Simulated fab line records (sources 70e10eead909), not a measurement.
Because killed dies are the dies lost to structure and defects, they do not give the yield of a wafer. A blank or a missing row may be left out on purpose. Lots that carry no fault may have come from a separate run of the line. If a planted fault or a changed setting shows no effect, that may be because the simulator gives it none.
A lot that was struck, set against a sound lot / flow nand-harc / 44 out of 1159 route steps
Sound: wafers L829.1, L829.3, L829.4. Wafers struck: L837.2, L837.4, L837.5. The cause is given at the end.
At each step with rows: each side's tool, then ch and its chambers, then its first start. Under that, the readings that differ: sound wafers / struck wafers / difference of the means / sigmas: that difference in standard deviations of wafers without a fault.
alike: words and numbers the same on both sides, and readings whose means are apart by under 2 such deviations; not compared: readings that were withheld, readings missing a value for some wafer, numbers with overlapping values and no deviation given by the record, and bounds like >300 which may hide the same value.
Wherever a step has rows on one side only, a row that says differs or no value, or a row with sigmas, the two part there. When numbers do not overlap yet have no deviation, they are printed without sigmas and do not part them. Lack of a reading on every wafer of one side parts them only where that side has two or more wafers.

first, 3 steps without rows for these wafers: NHARC_P_GATE_EXPOSE_08 (exposes mask P HV); NHARC_P_GATE_PEB_09 (peb time 85 s); NHARC_P_GATE_DEVELOP_10 (time 70 s).
NHARC_P_GATE_CD_MEAS_11: target cd 1640 nm.
  sound on cd-sem-02 ch 0, day 6 05:53; struck on cd-sem-03 ch 0, day 8 01:10
  alike: cd-nm
then, 8 steps without rows for these wafers: NHARC_P_GATE_HARDBAKE_12 (time 80 s); NHARC_P_GATE_DESCUM_13 (chemistry O2, time 3 s); NHARC_P_GATE_ETCH_14 (etches SiO2 in dHF, target depth 48.8 nm); NHARC_P_GATE_STRIP_15 (strips in SPM, time 780 s); NHARC_P_GATE_PRECLEAN_71 (cleans in SC1); NHARC_P_GATE_SRD_72; NHARC_P_GATE_OXIDE_16 (material SiO2, target thk 3 nm, ox time 392 s); NHARC_P_GATE_CVD_17 (deposits poly-Si, target thk 150 nm, time 900 s).
NHARC_P_GATE_HM_DEP_102: deposits aC, target thk 120 nm.
  sound on acl-dep-01 ch 0, day 6 19:41; struck on acl-dep-03 ch 0, day 8 14:54
  alike: throttle-valve-pct
NHARC_P_GATE_DEP_103: deposits SiON, target thk 30 nm.
  sound on pecvd-01 ch 1,2, day 6 20:20; struck on pecvd-04 ch 0,1, day 8 15:27
  alike: heater-power-w, rf-fwd-power-W
then, 8 steps without rows for these wafers: NHARC_P_GATE_DEHYDRATE_18 (time 120 s); NHARC_P_GATE_HMDS_19 (time 30 s); NHARC_P_GATE_COAT_20 (resist thk 90 nm); NHARC_P_GATE_SOFTBAKE_21 (time 55 s); NHARC_P_GATE_EBR_22; NHARC_P_GATE_EXPOSE_23 (exposes mask P GATE, target cd 120 nm); NHARC_P_GATE_PEB_24 (peb time 65 s); NHARC_P_GATE_DEVELOP_25 (develop time 35 s).
NHARC_P_GATE_CD_MEAS_26: target cd 120 nm.
  sound on cd-sem-03 ch 0, day 6 21:03; struck on cd-sem-03 ch 0, day 8 16:08
  alike: cd-nm
NHARC_P_GATE_OVL_MEAS_27:
  sound on overlay-02 at day 6 21:08; struck on overlay-01 at day 8 16:13
  alike: overlay-x-nm, overlay-y-nm
NHARC_P_GATE_INSPECT_28:
  sound on defect-inspect-01 at day 6 21:10; struck on defect-inspect-02 at day 8 16:16
reading=raw-defect-count; sound=13 11 12; struck=855 852 797; difference=+823; sigmas=+99 or more
NHARC_P_GATE_DESCUM_31: chemistry O2, time 3 s.
  sound on rie-diel-03 ch 1,2,3, day 6 21:14; struck on rie-diel-03 ch 2,3, day 8 16:19
  alike: drypump-motor-current-A, oes-product-au, rf-vpp-V, showerhead-plenum-p-Torr, throttle-valve-pct
  not compared: rf-hours-counter-h
NHARC_P_GATE_ETCH_104: etches the open film in CF4/CHF3, target depth 60 nm.
  sound on rie-diel-03 ch 1,2,3, day 6 21:27; struck on rie-diel-03 ch 1,3, day 8 16:24
reading=oes-product-au (a.u.); sound=0.915 0.917 0.910; struck=0.952 0.978 0.962; difference=+0.050; sigmas=+2
  alike: drypump-motor-current-A, rf-fwd-power-W, rf-vpp-V, showerhead-plenum-p-Torr, throttle-valve-pct
NHARC_P_GATE_HM_OPEN_105: chemistry O2/COS, target depth 360 nm.
  sound: rie-diel-03 ch 1,2,3; struck: rie-diel-03 ch 0,2,3
  alike: drypump-motor-current-A, oes-product-au, rf-fwd-power-W, rf-vpp-V, showerhead-plenum-p-Torr, throttle-valve-pct
  not compared: rf-hours-counter-h
then, 4 steps without rows for these wafers: NHARC_P_GATE_STRIP_106 (strips in O2/COS); NHARC_P_GATE_ETCH_114 (etches the open film in CF4/O2, target depth 30 nm, overetch 3 nm, time 16.5 s); NHARC_P_GATE_ETCH_32 (etches the open film in HBr/Cl2, target depth 150 nm, time 100.1 s); NHARC_P_GATE_STRIP_108 (strips in O2).
NHARC_P_GATE_CD_MEAS_33:
  sound on cd-sem-03 at day 6 22:14; struck on cd-sem-02 at day 8 17:10
  alike: cd-nm
then, 5 steps without rows for these wafers: NHARC_P_GATE_STRIP_35 (strips in SPM, time 600 s); NHARC_P_GATE_PRECLEAN_73 (cleans in SC1); NHARC_P_GATE_SRD_74; NHARC_P_GATE_ALD_36 (deposits SiNx, target thk 20 nm, pulse time 60 s, ald cycles 223); NHARC_P_GATE_ETCHBACK_37 (etches the open film in CHF3/O2, target depth 34.5 nm, time 17.2 s).
NHARC_P_GATE_STRIP_101: strips in O2, time 20 s.
  sound on rie-diel-03 ch 0,1,3, day 7 08:35; struck on rie-diel-10 ch 0,1,3, day 9 03:12
  alike: drypump-motor-current-A, oes-product-au, rf-vpp-V, showerhead-plenum-p-Torr, throttle-valve-pct
  not compared: rf-hours-counter-h
then, 3 steps without rows for these wafers: NHARC_P_GATE_PRECLEAN_97 (cleans in SPM, time 600 s); NHARC_P_GATE_SRD_98; NHARC_P_GATE_PRECLEAN_99 (cleans in SC1).
NHARC_P_GATE_INSPECT_68:
  sound on defect-inspect-01 at day 7 16:11; struck on defect-inspect-01 at day 9 11:02
reading=raw-defect-count; sound=229 195 179; struck=1015 1074 1050; difference=+845; sigmas=+13
-- record jumps: 14 days between struck wafers' starts before vs after; left off in module P_GATE, resumes in module END, first step shown is number 1159 of the route --
NHARC_END_SORT_01:
  at this point the record logs the struck wafers (prober-02 ch 0, day 23 15:26) and has no rows for the sound ones

## WHERE THEY PART
At NHARC_P_GATE_INSPECT_28 first; at NHARC_END_SORT_01 last (within this record only).

WHY: what had been put in by the simulator
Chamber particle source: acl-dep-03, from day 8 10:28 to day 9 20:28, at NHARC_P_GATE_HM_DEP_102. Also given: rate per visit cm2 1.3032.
